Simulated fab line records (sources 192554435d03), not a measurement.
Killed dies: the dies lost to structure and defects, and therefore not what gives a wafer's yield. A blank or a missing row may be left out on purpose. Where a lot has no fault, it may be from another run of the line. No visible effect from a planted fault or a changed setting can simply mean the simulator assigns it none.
Split-lot experiment || flow n5 finfet || 39 wafers read from 7 lots, route of 1938 steps

== SPLIT DETAILS ==
At N5_FIN_SAQP_ETCH_64 (etches SiO2 in CF4, target depth 1.5 nm), the setting bias w was moved away from the recipe's 400 W on 15 of the 39 wafers read, by -13.4% to +16.6%. This setting was run at the recipe's value on the other wafers.

Reading taken at the split's own step.

== THE READING ==
etch.depth nm (the simulator's own value, which no gauge read), in nm, at N5_FIN_SAQP_ETCH_64 (etches SiO2 in CF4, target depth 1.5 nm). The file does not state a usual value for it. Average 1.493 nm, standard deviation 0.022 nm, over the 24 wafers here run with the recipe.

{"wafer": "L074.1", "tool, chamber at the split": "rie si-03, 0", "bias w as run, W": 400, "against the recipe": "recipe", "etch.depth nm, nm": 1.482, "against lot-mates on the recipe": "-"}
{"wafer": "L074.2", "tool, chamber at the split": "rie si-03, 1", "bias w as run, W": 429.4, "against the recipe": "+7.3%", "etch.depth nm, nm": 1.512, "against lot-mates on the recipe": "+0.021"}
{"wafer": "L074.3", "tool, chamber at the split": "rie si-03, 2", "bias w as run, W": 400, "against the recipe": "recipe", "etch.depth nm, nm": 1.498, "against lot-mates on the recipe": "-"}
{"wafer": "L074.4", "tool, chamber at the split": "rie si-03, 3", "bias w as run, W": 400, "against the recipe": "recipe", "etch.depth nm, nm": 1.494, "against lot-mates on the recipe": "-"}
{"wafer": "L074.5", "tool, chamber at the split": "rie si-03, 0", "bias w as run, W": 429.4, "against the recipe": "+7.3%", "etch.depth nm, nm": 1.502, "against lot-mates on the recipe": "+0.011"}
{"wafer": "L074.6", "tool, chamber at the split": "rie si-03, 1", "bias w as run, W": 429.4, "against the recipe": "+7.3%", "etch.depth nm, nm": 1.51, "against lot-mates on the recipe": "+0.019"}
{"wafer": "L077.1", "tool, chamber at the split": "rie si-02, 0", "bias w as run, W": 400, "against the recipe": "recipe", "etch.depth nm, nm": 1.502, "against lot-mates on the recipe": "-"}
{"wafer": "L077.2", "tool, chamber at the split": "rie si-02, 2", "bias w as run, W": 400, "against the recipe": "recipe", "etch.depth nm, nm": 1.479, "against lot-mates on the recipe": "-"}
{"wafer": "L077.3", "tool, chamber at the split": "rie si-02, 3", "bias w as run, W": 466.5, "against the recipe": "+16.6%", "etch.depth nm, nm": 1.594, "against lot-mates on the recipe": "+0.108"}
{"wafer": "L077.4", "tool, chamber at the split": "rie si-02, 1", "bias w as run, W": 466.5, "against the recipe": "+16.6%", "etch.depth nm, nm": 1.605, "against lot-mates on the recipe": "+0.119"}
{"wafer": "L077.5", "tool, chamber at the split": "rie si-02, 2", "bias w as run, W": 400, "against the recipe": "recipe", "etch.depth nm, nm": 1.476, "against lot-mates on the recipe": "-"}
{"wafer": "L077.6", "tool, chamber at the split": "rie si-02, 3", "bias w as run, W": 466.5, "against the recipe": "+16.6%", "etch.depth nm, nm": 1.588, "against lot-mates on the recipe": "+0.102"}
{"wafer": "L079.1", "tool, chamber at the split": "rie si-05, 1", "bias w as run, W": 400, "against the recipe": "recipe", "etch.depth nm, nm": 1.452, "against lot-mates on the recipe": "-"}
{"wafer": "L079.2", "tool, chamber at the split": "rie si-05, 2", "bias w as run, W": 400, "against the recipe": "recipe", "etch.depth nm, nm": 1.509, "against lot-mates on the recipe": "-"}
{"wafer": "L079.3", "tool, chamber at the split": "rie si-05, 3", "bias w as run, W": 400, "against the recipe": "recipe", "etch.depth nm, nm": 1.492, "against lot-mates on the recipe": "-"}
{"wafer": "L079.4", "tool, chamber at the split": "rie si-05, 0", "bias w as run, W": 400, "against the recipe": "recipe", "etch.depth nm, nm": 1.47, "against lot-mates on the recipe": "-"}
{"wafer": "L079.5", "tool, chamber at the split": "rie si-05, 2", "bias w as run, W": 400, "against the recipe": "recipe", "etch.depth nm, nm": 1.511, "against lot-mates on the recipe": "-"}
{"wafer": "L079.6", "tool, chamber at the split": "rie si-05, 1", "bias w as run, W": 400, "against the recipe": "recipe", "etch.depth nm, nm": 1.45, "against lot-mates on the recipe": "-"}
{"wafer": "L081.1", "tool, chamber at the split": "rie si-05, 0", "bias w as run, W": 348, "against the recipe": "-13.0%", "etch.depth nm, nm": 1.427, "against lot-mates on the recipe": -0.086}
{"wafer": "L081.2", "tool, chamber at the split": "rie si-05, 3", "bias w as run, W": 400, "against the recipe": "recipe", "etch.depth nm, nm": 1.503, "against lot-mates on the recipe": "-"}
{"wafer": "L081.3", "tool, chamber at the split": "rie si-05, 1", "bias w as run, W": 348, "against the recipe": "-13.0%", "etch.depth nm, nm": 1.386, "against lot-mates on the recipe": -0.127}
{"wafer": "L081.4", "tool, chamber at the split": "rie si-05, 2", "bias w as run, W": 400, "against the recipe": "recipe", "etch.depth nm, nm": 1.516, "against lot-mates on the recipe": "-"}
{"wafer": "L081.5", "tool, chamber at the split": "rie si-05, 2", "bias w as run, W": 400, "against the recipe": "recipe", "etch.depth nm, nm": 1.52, "against lot-mates on the recipe": "-"}
{"wafer": "L081.6", "tool, chamber at the split": "rie si-05, 1", "bias w as run, W": 348, "against the recipe": "-13.0%", "etch.depth nm, nm": 1.399, "against lot-mates on the recipe": -0.114}
{"wafer": "L084.1", "tool, chamber at the split": "rie si-02, 3", "bias w as run, W": 346.3, "against the recipe": "-13.4%", "etch.depth nm, nm": 1.439, "against lot-mates on the recipe": -0.076}
{"wafer": "L084.2", "tool, chamber at the split": "rie si-02, 2", "bias w as run, W": 346.3, "against the recipe": "-13.4%", "etch.depth nm, nm": 1.404, "against lot-mates on the recipe": -0.111}
{"wafer": "L084.3", "tool, chamber at the split": "rie si-02, 1", "bias w as run, W": 400, "against the recipe": "recipe", "etch.depth nm, nm": 1.528, "against lot-mates on the recipe": "-"}
{"wafer": "L084.4", "tool, chamber at the split": "rie si-02, 0", "bias w as run, W": 346.3, "against the recipe": "-13.4%", "etch.depth nm, nm": 1.441, "against lot-mates on the recipe": -0.074}
{"wafer": "L084.5", "tool, chamber at the split": "rie si-02, 1", "bias w as run, W": 400, "against the recipe": "recipe", "etch.depth nm, nm": 1.53, "against lot-mates on the recipe": "-"}
{"wafer": "L084.6", "tool, chamber at the split": "rie si-02, 0", "bias w as run, W": 400, "against the recipe": "recipe", "etch.depth nm, nm": 1.486, "against lot-mates on the recipe": "-"}
{"wafer": "L087.2", "tool, chamber at the split": "rie si-03, 0", "bias w as run, W": 400, "against the recipe": "recipe", "etch.depth nm, nm": 1.482, "against lot-mates on the recipe": "-"}
{"wafer": "L087.4", "tool, chamber at the split": "rie si-03, 2", "bias w as run, W": 400, "against the recipe": "recipe", "etch.depth nm, nm": 1.513, "against lot-mates on the recipe": "-"}
{"wafer": "L087.6", "tool, chamber at the split": "rie si-03, 3", "bias w as run, W": 400, "against the recipe": "recipe", "etch.depth nm, nm": 1.504, "against lot-mates on the recipe": "-"}
{"wafer": "L094.1", "tool, chamber at the split": "rie si-02, 3", "bias w as run, W": 359, "against the recipe": "-10.3%", "etch.depth nm, nm": 1.459, "against lot-mates on the recipe": -0.022}
{"wafer": "L094.2", "tool, chamber at the split": "rie si-02, 1", "bias w as run, W": 400, "against the recipe": "recipe", "etch.depth nm, nm": 1.503, "against lot-mates on the recipe": "-"}
{"wafer": "L094.3", "tool, chamber at the split": "rie si-02, 2", "bias w as run, W": 359, "against the recipe": "-10.3%", "etch.depth nm, nm": 1.423, "against lot-mates on the recipe": -0.058}
{"wafer": "L094.4", "tool, chamber at the split": "rie si-02, 0", "bias w as run, W": 400, "against the recipe": "recipe", "etch.depth nm, nm": 1.456, "against lot-mates on the recipe": "-"}
{"wafer": "L094.5", "tool, chamber at the split": "rie si-02, 2", "bias w as run, W": 400, "against the recipe": "recipe", "etch.depth nm, nm": 1.484, "against lot-mates on the recipe": "-"}
{"wafer": "L094.6", "tool, chamber at the split": "rie si-02, 3", "bias w as run, W": 359, "against the recipe": "-10.3%", "etch.depth nm, nm": 1.462, "against lot-mates on the recipe": -0.019}

THE FIT
A straight line over all 39 wafers: etch.depth nm changes by +0.00548 nm for each +1% of bias w; r = +0.89; the points scatter about the line by 0.022 nm.
The same after taking each lot's own level away (the mean of its wafers on the recipe; 39 wafers): +0.00618 nm for each +1%; r = +0.91; scatter 0.022 nm.
That fit puts the effect of the largest move of bias w on the reading at 0.1 nm.
The lots' own levels span 1.4807 to 1.5147 nm, that is 1.6 times the standard deviation above.
Hence the slope depends on the lot-to-lot level, as the two fits are not the same.
Check: +0.0995 nm against its lot-mates is what the line predicts for one of the wafers moved furthest among these (+16.6%) when that wafer is left out of the fit. Against them it came out at +0.108 nm.

== FURTHER SPLITS ON THESE WAFERS ==
Other splits were also applied to these wafers ahead of the reading. Each is held against what the fit with the lots' levels taken away leaves over:
{"other split on the same wafers": "N5_WELL_APT_IMPLANT_32 energy kev", "wafers away from the commonest value": 15, "r with etch.depth nm (lot level and that fit taken away)": "+0.04"}
{"other split on the same wafers": "N5_FIN_SAQP_SPACER1_ALD_24 ald cycles", "wafers away from the commonest value": 12, "r with etch.depth nm (lot level and that fit taken away)": -0.26}

== THE FILE'S OWN FIT ==
etch.depth nm changes by +0.0062 nm for each +1% of bias w, r = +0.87.
